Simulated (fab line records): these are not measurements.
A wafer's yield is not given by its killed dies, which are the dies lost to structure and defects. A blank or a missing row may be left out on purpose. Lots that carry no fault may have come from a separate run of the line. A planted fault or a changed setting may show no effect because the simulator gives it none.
A lot that was struck, set against a sound lot | flow nand harc | 14 steps out of a route of 1302
Sound: wafers L473.1, L473.3, L473.5. Struck: wafers L488.3, L488.6 (left out: L488.2, a lot-mate that was not struck); the cause follows at the end.
For every step that has rows: the tool of each side, followed by ch and its chambers, followed by its first start. Under that, the readings that differ: sound wafers | struck wafers | difference of the means | sigmas: that difference in standard deviations of wafers without a fault.
alike: same words and numbers on both sides, and readings whose means sit less than 2 such deviations apart. not compared: any withheld reading, any reading some wafer has no value for, any bound like >300 that may hide the same value, and any number with overlapping values for which the record gives no deviation.
A row with sigmas, a row that says differs or no value, or rows on one side alone: a step with any of these is where the two part. Numbers that don't overlap but have no deviation are shown without sigmas and don't part them. A reading missing from all wafers of one side parts the sides only when that side holds two or more wafers.

first, 3 steps without rows for these wafers: NHARC_THIN_TSV_EXPOSE_09 (exposes mask TSV); NHARC_THIN_TSV_PEB_10 (peb time 85 s); NHARC_THIN_TSV_DEVELOP_11 (time 70 s).
NHARC_THIN_TSV_CD_MEAS_12: target cd 1000 nm.
  sound on cd sem-01 ch 0, day 26 22:31; struck on cd sem-01 ch 0, day 32 03:20
  alike: cd nm
then, 2 steps without rows for these wafers: NHARC_THIN_TSV_HARDBAKE_13 (time 80 s); NHARC_THIN_TSV_DESCUM_14 (chemistry O2, time 3 s).
NHARC_THIN_TSV_ETCH_44: etches the open film in CF4/O2, target depth 1594.2 nm, time 797.1 s.
  sound on rie diel-11 ch 0,1, day 26 22:46; struck on rie diel-11 ch 0, day 32 03:35
  alike: cf4 flow sccm, drypump motor current A, oes product au, rf vpp V, showerhead plenum p Torr, throttle valve pct
  not compared: rf hours counter h
NHARC_THIN_TSV_ETCH_15: target depth 3000 nm, bosch target overetch cycles 2, bosch etch step 2.8 s.
  sound on rie si-03 ch 1,2,3, day 26 23:20; struck on rie si-05 ch 0,2, day 32 04:10
  alike: drypump motor current A
  not compared: rf hours counter h
NHARC_THIN_TSV_CD_MEAS_16:
  struck on cd sem-02, day 32 04:18; sound on cd sem-03, day 26 23:28
  alike: cd nm
NHARC_THIN_TSV_STRIP_45: strips in O2.
  sound on plasma asher-01 ch 0, day 26 23:35; struck on plasma asher-01 ch 0, day 32 04:25
  reading             | sound | struck    | difference                   | sigmas
  rf refl power W (W) | - - - | 26.1 26.0 | no value on the sound wafers |
  alike: drypump motor current A, heater power w
  not compared: rf hours counter h
then, 1 step without rows for these wafers: NHARC_THIN_TSV_STRIP_46 (strips in post etch residue remover, time 1200 s).
NHARC_THIN_TSV_DEP_47: deposits SiO2, target thk 200 nm.
  sound on pecvd-01 ch 0,1,2, day 27 00:21; struck on pecvd-01 ch 2, day 32 05:10
  alike: throttle valve pct
  not compared: since wet clean h
NHARC_THIN_TSV_ETCHBACK_48: etches the open film in C4F8/Ar, target depth 1028.5 nm, time 405.17 s.
  sound on rie diel-10 ch 0,3, day 27 00:46; struck on rie diel-07 ch 2,3, day 32 05:34
  reading          | sound             | struck      | difference | sigmas
  run length s (s) | 426.3 425.8 426.2 | 336.6 336.6 | -89.5      | -99 or more
  alike: oes product au, rf vpp V
  not compared: rf hours counter h
NHARC_THIN_TSV_STRIP_62: strips in N2/H2, time 20 s.
  sound on plasma asher-02 ch 0,1, day 27 01:12; struck on plasma asher-02 ch 0, day 32 05:56
  alike: drypump motor current A, heater power w, rf refl power W
  not compared: rf hours counter h

WHERE THEY PART
Earliest at NHARC_THIN_TSV_STRIP_45; latest, in this record, at NHARC_THIN_TSV_ETCHBACK_48. Later steps at which nothing parts them and some readings are alike: NHARC_THIN_TSV_STRIP_62.

WHY: what the simulator had put in
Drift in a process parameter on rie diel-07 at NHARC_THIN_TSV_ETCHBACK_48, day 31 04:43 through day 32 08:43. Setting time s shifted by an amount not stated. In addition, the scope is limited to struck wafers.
